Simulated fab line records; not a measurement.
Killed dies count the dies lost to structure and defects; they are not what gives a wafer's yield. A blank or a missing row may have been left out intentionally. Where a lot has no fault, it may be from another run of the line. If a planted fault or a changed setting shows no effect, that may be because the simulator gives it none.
Chamber matching || flow n5 finfet || 4 sister chambers for N5_BEOL_M12_ETCH_68 on rie diel-02
The step etches SOC in N2/H2, time 285 s. 8 wafers are shown with their chamber, then 8 later ones without.

== EACH WAFER AND ITS CHAMBER ==
{"wafer": "L076.5", "chamber": 0, "showerhead plenum p Torr (Torr)": 2.59, "drypump motor current A (A)": 6.00}
{"wafer": "L078.5", "chamber": 3, "showerhead plenum p Torr (Torr)": 2.50, "drypump motor current A (A)": 6.14}
{"wafer": "L078.6", "chamber": 2, "showerhead plenum p Torr (Torr)": 2.50, "drypump motor current A (A)": 5.38}
{"wafer": "L081.2", "chamber": 3, "showerhead plenum p Torr (Torr)": 2.49, "drypump motor current A (A)": 6.11}
{"wafer": "L081.3", "chamber": 0, "showerhead plenum p Torr (Torr)": 2.58, "drypump motor current A (A)": 5.97}
{"wafer": "L085.3", "chamber": 2, "showerhead plenum p Torr (Torr)": 2.50, "drypump motor current A (A)": 5.36}
{"wafer": "L085.6", "chamber": 1, "showerhead plenum p Torr (Torr)": 2.71, "drypump motor current A (A)": 5.57}
{"wafer": "L090.3", "chamber": 1, "showerhead plenum p Torr (Torr)": 2.70, "drypump motor current A (A)": 5.58}

== WAFERS MISSING THEIR CHAMBER ==
{"wafer": "L090.5", "showerhead plenum p Torr (Torr)": 2.70, "drypump motor current A (A)": 5.57}
{"wafer": "L090.6", "showerhead plenum p Torr (Torr)": 2.57, "drypump motor current A (A)": 5.96}
{"wafer": "L094.1", "showerhead plenum p Torr (Torr)": 2.49, "drypump motor current A (A)": 5.38}
{"wafer": "L094.4", "showerhead plenum p Torr (Torr)": 2.57, "drypump motor current A (A)": 5.99}
{"wafer": "L094.5", "showerhead plenum p Torr (Torr)": 2.49, "drypump motor current A (A)": 5.36}
{"wafer": "L097.3", "showerhead plenum p Torr (Torr)": 2.57, "drypump motor current A (A)": 5.97}
{"wafer": "L097.5", "showerhead plenum p Torr (Torr)": 2.57, "drypump motor current A (A)": 5.96}
{"wafer": "L097.6", "showerhead plenum p Torr (Torr)": 2.48, "drypump motor current A (A)": 5.37}

== WHICH CHAMBER EACH WENT THROUGH ==
{"wafer": "L090.5", "from the rows above": 1, "in truth": 1}
{"wafer": "L090.6", "from the rows above": 0, "in truth": 0}
{"wafer": "L094.1", "from the rows above": 2, "in truth": 2}
{"wafer": "L094.4", "from the rows above": 0, "in truth": 0}
{"wafer": "L094.5", "from the rows above": 2, "in truth": 2}
{"wafer": "L097.3", "from the rows above": 0, "in truth": 0}
{"wafer": "L097.5", "from the rows above": 0, "in truth": 0}
{"wafer": "L097.6", "from the rows above": 2, "in truth": 2}
8 of 8 placed correctly. Left unplaced by these rows: 0. Number placed wrongly: 0.
How it was worked out, from the rows above alone: a wafer's distance from a chamber is the root of the sum, over the readings, of the square of ((its reading less the chamber's mean) divided by the reading's scatter). The wafer belongs to the nearest chamber; if the next one is less than 2 further off, it can't be placed. For every chamber, the mean is computed from those of its wafers that are shown. The scatter: the root of (the sum of the squares of (reading less its chamber's mean) over the shown wafers, divided by (wafers less chambers)).
